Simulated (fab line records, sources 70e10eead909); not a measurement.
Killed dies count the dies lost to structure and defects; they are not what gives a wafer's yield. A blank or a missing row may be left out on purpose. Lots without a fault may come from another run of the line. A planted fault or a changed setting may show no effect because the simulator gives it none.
Comparing a struck lot with a sound one | flow nand-harc | 31 out of 1302 route steps
Sound: the wafers L118.1, L118.4, L118.6. The struck wafers were L123.1, L123.2, L123.3. At the end, the cause is stated.
Per side, at each step with rows, come the tool, then ch with its chambers, and then its first start. Under that, the readings that differ: sound wafers | struck wafers | difference of the means | sigmas: that difference in standard deviations of wafers without a fault.
alike: readings whose means differ by less than 2 such deviations, and words and numbers that are the same on both sides. not compared: withheld readings, readings that some wafer has no value for, bounds like >300 that may hide the same value, and numbers for which the record gives no deviation and whose values overlap.
A row with sigmas, a row that says differs or no value, or rows on one side alone: a step with any of these is where the two part. Numbers that don't overlap but have no deviation are shown without sigmas and don't part them. Lack of a reading on every wafer of one side parts them only where that side has two or more wafers.

first, 1 step without rows for these wafers: NHARC_A_ONON_D1_DEP_12 (target thk 1000 nm).
NHARC_A_ONON_D1_THK_MEAS_14: measures by ellipsometry.
  sound on film-metro-02 at day 9 16:26; struck on film-metro-02 at day 12 08:14
  reading     | sound          | struck      | difference | sigmas
  thk-nm (nm) | 1003 1004 1004 | 981 981 982 | -22        | -2
then, 2 steps without rows for these wafers: NHARC_A_ONON_D1_ANNEAL_15 (time 3600 s); NHARC_A_ONON_D1_DEP_16 (target thk 1000 nm).
NHARC_A_ONON_D1_THK_MEAS_18: measures by ellipsometry.
  sound on film-metro-02 at day 10 00:14; struck on film-metro-02 at day 12 16:23
  alike: thk-nm
next comes 1 step that has no rows for these wafers: NHARC_A_ONON_D1_DEP_19 (target thickness 1000 nm).
NHARC_A_ONON_D1_THK_MEAS_21: measures by ellipsometry.
  sound on film-metro-01 at day 10 00:49; struck on film-metro-01 at day 12 16:56
  alike: thk-nm
next comes 1 step that has no rows for these wafers: NHARC_A_ONON_D1_DEP_22 (target thickness 1000 nm).
NHARC_A_ONON_D1_THK_MEAS_24: measures by ellipsometry.
  sound on film-metro-02 at day 10 01:23; struck on film-metro-02 at day 12 17:31
  alike: thk-nm
next comes 1 step that has no rows for these wafers: NHARC_A_ONON_D1_DEP_25 (target thickness 1000 nm).
NHARC_A_ONON_D1_THK_MEAS_27: measures by ellipsometry.
  sound on film-metro-02 at day 10 01:57; struck on film-metro-01 at day 12 18:05
  alike: thk-nm
NHARC_A_ONON_D1_DEP_28: target thk 1000 nm.
  sound on pecvd-onon-01 ch 0, day 10 02:00; struck on pecvd-onon-01 ch 0, day 12 18:08
NHARC_A_ONON_D1_THK_MEAS_30: measures by ellipsometry.
  sound on film-metro-01 at day 10 02:31; struck on film-metro-01 at day 12 18:38
  alike: thk-nm
NHARC_A_ONON_D1_DEP_33: deposits SiO2, target thk 200 nm.
  sound on pecvd-01 ch 1,2, day 10 02:37; struck on pecvd-01 ch 0,1,2, day 12 18:41
  alike: heater-power-w, mfc-precursor-sccm, throttle-valve-pct
NHARC_A_ONON_D1_THK_MEAS_34: measures by ellipsometry.
  sound on film-metro-01 at day 10 02:59; struck on film-metro-02 at day 12 19:07
  alike: thk-nm
NHARC_A_ONON_D1_INSPECT_32:
  sound on defect-inspect-02 at day 10 03:04; struck on defect-inspect-02 at day 12 19:21
  reading          | sound    | struck      | difference | sigmas
  raw-defect-count | 69 55 53 | 737 677 592 | +610       | +23
  not compared: hold
NHARC_A_CHANNEL_HOLE_D1_DEP_00: deposits aC, target thk 3100 nm.
  sound on acl-dep-01 ch 0, day 10 03:43; struck on acl-dep-02 ch 0, day 13 02:20
  reading | sound | struck                                                                     | difference                   | sigmas
  hold    | - - - | await-dispo/6.9h/release await-dispo/6.9h/release await-dispo/6.9h/release | no value on the sound wafers |
  alike: throttle-valve-pct
NHARC_A_CHANNEL_HOLE_D1_DEP_01: deposits SiON, target thk 140 nm.
  sound on pecvd-02 ch 1,2, day 10 05:43; struck on pecvd-02 ch 0,1,2, day 13 04:14
  alike: heater-power-w
then, 10 steps without rows for these wafers: NHARC_A_CHANNEL_HOLE_D1_DEHYDRATE_02 (time 120 s); NHARC_A_CHANNEL_HOLE_D1_HMDS_03 (time 30 s); NHARC_A_CHANNEL_HOLE_D1_COAT_36 (time 75 s); NHARC_A_CHANNEL_HOLE_D1_COAT_37 (time 65 s); NHARC_A_CHANNEL_HOLE_D1_COAT_04 (resist thk 90 nm); NHARC_A_CHANNEL_HOLE_D1_SOFTBAKE_05 (time 55 s); NHARC_A_CHANNEL_HOLE_D1_EBR_06; NHARC_A_CHANNEL_HOLE_D1_EXPOSE_07 (exposes mask HOLE D1, target cd 100 nm); NHARC_A_CHANNEL_HOLE_D1_PEB_08 (peb time 65 s); NHARC_A_CHANNEL_HOLE_D1_DEVELOP_09 (develop time 35 s).
NHARC_A_CHANNEL_HOLE_D1_CD_MEAS_10: the cd target is 100 nm.
  sound on cd-sem-03 ch 0, day 10 06:23; struck on cd-sem-02 ch 0, day 13 04:50
  alike: cd-nm
NHARC_A_CHANNEL_HOLE_D1_OVL_MEAS_11:
  sound on overlay-02 at day 10 06:29; struck on overlay-02 at day 13 04:56
  alike: overlay-x-nm, overlay-y-nm
NHARC_END_SORT_01:
  the record has rows for the sound wafers here (prober-01 ch 0, day 25 22:10) and none for the struck ones

== WHERE THEY PART ==
Last at NHARC_END_SORT_01 as far as this record goes, first at NHARC_A_ONON_D1_THK_MEAS_14.

WHY: whatever the simulator had introduced
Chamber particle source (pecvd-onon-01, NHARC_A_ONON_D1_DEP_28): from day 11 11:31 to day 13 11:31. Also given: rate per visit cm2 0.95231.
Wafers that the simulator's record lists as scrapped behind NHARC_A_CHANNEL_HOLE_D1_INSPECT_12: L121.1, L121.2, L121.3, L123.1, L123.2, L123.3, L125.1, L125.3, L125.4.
